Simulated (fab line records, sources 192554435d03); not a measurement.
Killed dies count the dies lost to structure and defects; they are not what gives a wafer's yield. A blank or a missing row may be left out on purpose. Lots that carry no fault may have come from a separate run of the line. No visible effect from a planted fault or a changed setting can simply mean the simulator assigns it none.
What tool caused it? || flow n5Finfet || 24 wafers sampled from 8 lots at 1 step of a route of 1938

## WHAT EACH GAUGE READ, for each wafer
N5_BEOL_M4_RC_MEAS_101.
{"lot": "L510", "measured": "day 12 05:59", "on": "prober-02", "DIBL_N (mV/V)": "34.0 32.6 36.1"}
{"lot": "L511", "measured": "day 12 09:15", "on": "prober-01", "DIBL_N (mV/V)": "36.8 36.0 36.3"}
{"lot": "L513", "measured": "day 12 12:49", "on": "prober-02", "DIBL_N (mV/V)": "33.9 35.7 36.5"}
{"lot": "L512", "measured": "day 12 13:01", "on": "prober-01", "DIBL_N (mV/V)": "34.5 33.9 35.6"}
{"lot": "L521", "measured": "day 14 15:12", "on": "prober-02", "DIBL_N (mV/V)": "36.4 35.6 38.0"}
{"lot": "L520", "measured": "day 14 15:55", "on": "prober-01", "DIBL_N (mV/V)": "38.3 34.6 37.8"}
{"lot": "L523", "measured": "day 15 02:43", "on": "prober-01", "DIBL_N (mV/V)": "33.6 33.7 33.3"}
{"lot": "L524", "measured": "day 15 08:19", "on": "prober-01", "DIBL_N (mV/V)": "34.3 36.6 34.5"}

## EACH LOT AND THE TOOL THAT RAN IT (in order: tool; ch and the chambers of the sampled wafers; start)
There is no process step in the record ahead of these readings.

## THE ANSWER, worked out from the rows above alone
Rule: the lots themselves supply what counts as usual. Put in order of their means at a reading, lots are off if they are a third of the lots or fewer, leave a main group of 4 or more, and stand apart from it by a gap of 3 or more times the standard deviation of the main group's means; of several such gaps the widest counts. The tables above print the reading to a certain number of digits; a main group whose means all agree to those digits is not used. Also off: a lot with no number at a reading for which 4 or more lots have one. The other lots that the step has rows for count as sound.
No lot is off at any reading shown: from this, nothing can be told.

## WHAT WAS PUT IN BY THE SIMULATOR
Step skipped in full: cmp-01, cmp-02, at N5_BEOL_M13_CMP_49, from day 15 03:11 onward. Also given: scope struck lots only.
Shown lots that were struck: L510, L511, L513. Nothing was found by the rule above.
